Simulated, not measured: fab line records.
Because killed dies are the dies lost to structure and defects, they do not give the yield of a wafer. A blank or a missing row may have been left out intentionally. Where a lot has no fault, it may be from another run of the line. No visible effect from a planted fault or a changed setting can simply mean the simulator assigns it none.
One fault through the eyes of 2 desks | flow n5 finfet | only its own numbers are on each desk; what lay behind them is given at the end

DESK OF THE TOOL OWNER: rie diel-02
The tool's own readings at N5_BEOL_M4_VIA_ETCH_34 (etches the open film in C4F6/O2, target depth 69.4 nm, time 65.9 s): means of the sampled wafers that have a number, for each lot that ran on this tool. A lot is out of limits, marked OUT, if its mean lies more than 4 standard deviations from the usual mean; the brackets give that distance.
Columns: A = drypump motor current A at N5_BEOL_M4_VIA_ETCH_34, usual 5.7 A; B = oes product au at N5_BEOL_M4_VIA_ETCH_34, usual 0.81 a.u.; C = rf vpp V at N5_BEOL_M4_VIA_ETCH_34, usual 663 V; D = showerhead plenum p Torr at N5_BEOL_M4_VIA_ETCH_34, usual 2.83 Torr; E = throttle valve pct at N5_BEOL_M4_VIA_ETCH_34, usual 30.65 %
lot  | first seen here | A   | B    | C   | D    | E
L955 | day 8 20:37     | 5.7 | 0.83 | 658 | 2.91 | 30.50
L958 | day 9 04:19     | 5.4 | 0.82 | 660 | 2.86 | 30.54
L962 | day 10 06:09    | 5.2 | 0.69 | 658 | 2.86 | 30.61
L965 | day 11 04:37    | 5.7 | 0.70 | 660 | 2.87 | 30.45
Result from this desk: across the 4 lots, nothing is out of limits.

FROM THE METROLOGY DESK
Lot by lot, what the gauges showed, no matter which tool ran the lot: averages of those sampled wafers that carry a number. A lot is out of limits, marked OUT, if its mean lies more than 4 standard deviations from the usual mean; the brackets give that distance. Shown here are 7 of its 10 readings, the ones lying furthest out on some lot.
Columns: A = DIBL_N at N5_BEOL_M4_RC_MEAS_101, usual 36.1 mV/V; B = IOFF_N at N5_BEOL_M4_RC_MEAS_101, usual 0.159 nA/um; C = IOFF_P at N5_BEOL_M4_RC_MEAS_101, usual 0.21 nA/um; D = ION_N at N5_BEOL_M4_RC_MEAS_101, usual 675 uA/um; E = ION_P at N5_BEOL_M4_RC_MEAS_101, usual 464 uA/um; F = SS_P at N5_BEOL_M4_RC_MEAS_101, usual 73.3 mV/dec; G = VT_P at N5_BEOL_M4_RC_MEAS_101, usual -250 mV
lot  | first seen here | A    | B     | C    | D   | E   | F    | G
L954 | day 8 09:32     | 36.8 | 0.149 | 0.22 | 664 | 460 | 73.2 | -247
L955 | day 9 00:53     | 35.5 | 0.153 | 0.20 | 679 | 467 | 72.8 | -250
L958 | day 9 09:17     | 38.7 | 0.213 | 0.24 | 686 | 465 | 74.1 | -250
L962 | day 10 11:20    | 36.8 | 0.191 | 0.28 | 690 | 472 | 73.9 | -242
L965 | day 11 09:25    | 36.9 | 0.178 | 0.18 | 682 | 453 | 73.8 | -254
L970 | day 12 12:51    | 36.7 | 0.185 | 0.23 | 673 | 463 | 74.5 | -249
L971 | day 12 17:18    | 37.5 | 0.191 | 0.28 | 693 | 479 | 73.5 | -242
L972 | day 13 12:38    | 35.0 | 0.145 | 0.18 | 669 | 456 | 72.8 | -254
L974 | day 14 09:27    | 35.9 | 0.176 | 0.23 | 683 | 470 | 73.1 | -247
Result from this desk: across the 9 lots, nothing is out of limits.

ALL TOGETHER
The desk of the tool owner found nothing out of limits.
The metrology desk saw nothing out of limits.

WHAT THE SIMULATOR PUT IN
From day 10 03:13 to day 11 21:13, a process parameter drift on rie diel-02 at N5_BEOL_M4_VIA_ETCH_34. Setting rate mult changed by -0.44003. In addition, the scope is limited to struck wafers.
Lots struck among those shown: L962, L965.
